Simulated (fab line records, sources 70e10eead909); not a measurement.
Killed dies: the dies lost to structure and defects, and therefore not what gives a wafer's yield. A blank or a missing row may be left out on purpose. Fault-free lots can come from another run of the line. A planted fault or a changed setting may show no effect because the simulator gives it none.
Matching of chambers | flow nand harc | 4 sister chambers for NHARC_A_CONTACT_DESCUM_13 on rie diel-04
The step chemistry O2, time 3 s. 45 wafers are shown with their chamber, then 12 later ones without.

WAFERS, EACH WITH ITS CHAMBER
wafer  | chamber | drypump motor current A (A) | showerhead plenum p Torr (Torr) | rf vpp V (V)
L074.2 | 0       | 5.4                         | 1.99                            | 57.0
L074.3 | 2       | 5.2                         | 1.99                            | 57.8
L074.5 | 2       | 5.2                         | 1.99                            | 56.6
L077.1 | 1       | 5.4                         | 1.91                            | 56.9
L077.2 | 0       | 5.4                         | 1.99                            | 57.9
L077.5 | 1       | 5.4                         | 1.91                            | 57.6
L078.2 | 3       | 5.3                         | 1.95                            | 58.8
L078.5 | 1       | 5.4                         | 1.91                            | 58.9
L078.6 | 2       | 5.2                         | 1.99                            | 57.2
L079.3 | 0       | 5.5                         | 1.99                            | 57.2
L079.4 | 3       | 5.3                         | 1.95                            | 57.1
L079.5 | 2       | 5.2                         | 1.98                            | 57.2
L081.2 | 1       | 5.4                         | 1.91                            | 57.8
L081.4 | 2       | 5.2                         | 1.98                            | 58.1
L081.5 | 3       | 5.3                         | 1.95                            | 57.8
L080.2 | 2       | 5.2                         | 1.98                            | 58.4
L080.3 | 1       | 5.4                         | 1.91                            | 57.4
L080.5 | 3       | 5.3                         | 1.95                            | 57.7
L084.1 | 2       | 5.2                         | 1.98                            | 58.8
L084.3 | 0       | 5.4                         | 1.99                            | 58.6
L084.6 | 3       | 5.3                         | 1.95                            | 55.9
L083.1 | 3       | 5.3                         | 1.95                            | 58.5
L083.4 | 0       | 5.4                         | 1.99                            | 57.7
L083.6 | 2       | 5.2                         | 1.98                            | 57.7
L085.3 | 0       | 5.4                         | 1.99                            | 57.4
L085.4 | 3       | 5.3                         | 1.95                            | 58.6
L085.5 | 3       | 5.3                         | 1.95                            | 58.8
L082.2 | 0       | 5.4                         | 1.99                            | 57.7
L082.5 | 2       | 5.2                         | 1.98                            | 58.6
L082.6 | 3       | 5.3                         | 1.95                            | 57.1
L087.1 | 2       | 5.2                         | 1.98                            | 59.0
L087.2 | 1       | 5.4                         | 1.90                            | 57.4
L087.6 | 1       | 5.4                         | 1.90                            | 58.5
L086.3 | 2       | 5.2                         | 1.98                            | 57.8
L086.4 | 1       | 5.4                         | 1.90                            | 57.2
L086.6 | 2       | 5.2                         | 1.98                            | 58.0
L090.1 | 1       | 5.4                         | 1.90                            | 56.6
L090.3 | 0       | 5.4                         | 1.98                            | 57.6
L090.4 | 3       | 5.3                         | 1.94                            | 59.2
L092.1 | 3       | 5.3                         | 1.94                            | 58.0
L092.2 | 0       | 5.4                         | 1.98                            | 57.5
L092.3 | 1       | 5.4                         | 1.90                            | 58.4
L091.1 | 2       | 5.2                         | 1.98                            | 59.1
L091.3 | 3       | 5.3                         | 1.94                            | 59.4
L091.4 | 1       | 5.4                         | 1.90                            | 58.0

SIGNATURES (means of the wafers above)
reading                  | chamber 0 | chamber 1 | chamber 2 | chamber 3 | scatter within a chamber
drypump motor current A  | 5.411     | 5.400     | 5.200     | 5.300     | 0.0147
showerhead plenum p Torr | 1.9878    | 1.9045    | 1.9823    | 1.9475    | 0.00464
rf vpp V                 | 57.622    | 57.700    | 58.023    | 58.075    | 0.778
Rule: distance of a wafer from a chamber = root of the sum over the readings of ((wafer's reading minus chamber's mean) / reading's scatter) squared. The wafer belongs to the nearest chamber; if the next one is less than 2 further off, it can't be placed. The scatter: the root of (the sum of the squares of (reading less its chamber's mean) over the shown wafers, divided by (wafers less chambers)).

WAFERS WITH NO CHAMBER GIVEN
wafer  | drypump motor current A (A) | showerhead plenum p Torr (Torr) | rf vpp V (V)
L091.2 | 5.5                         | 1.98                            | 58.7
L091.5 | 5.3                         | 1.94                            | 58.7
L091.6 | 5.4                         | 1.98                            | 59.0
L094.1 | 5.2                         | 1.98                            | 56.9
L094.4 | 5.4                         | 1.98                            | 58.4
L094.5 | 5.3                         | 1.94                            | 57.3
L095.1 | 5.2                         | 1.97                            | 57.8
L095.4 | 5.4                         | 1.90                            | 57.0
L095.5 | 5.4                         | 1.90                            | 56.0
L096.1 | 5.3                         | 1.94                            | 58.3
L096.5 | 5.4                         | 1.98                            | 58.4
L096.6 | 5.4                         | 1.90                            | 58.0

THE CHAMBER EACH PASSED THROUGH
wafer  | from the rows above | in truth
L091.2 | 0                   | 0
L091.5 | 3                   | 3
L091.6 | 0                   | 0
L094.1 | 2                   | 2
L094.4 | 0                   | 0
L094.5 | 3                   | 3
L095.1 | 2                   | 2
L095.4 | 1                   | 1
L095.5 | 1                   | 1
L096.1 | 3                   | 3
L096.5 | 0                   | 0
L096.6 | 1                   | 1
Correct placement for 12 of the 12. Can't be placed from these rows: 0. Wrongly placed: 0.
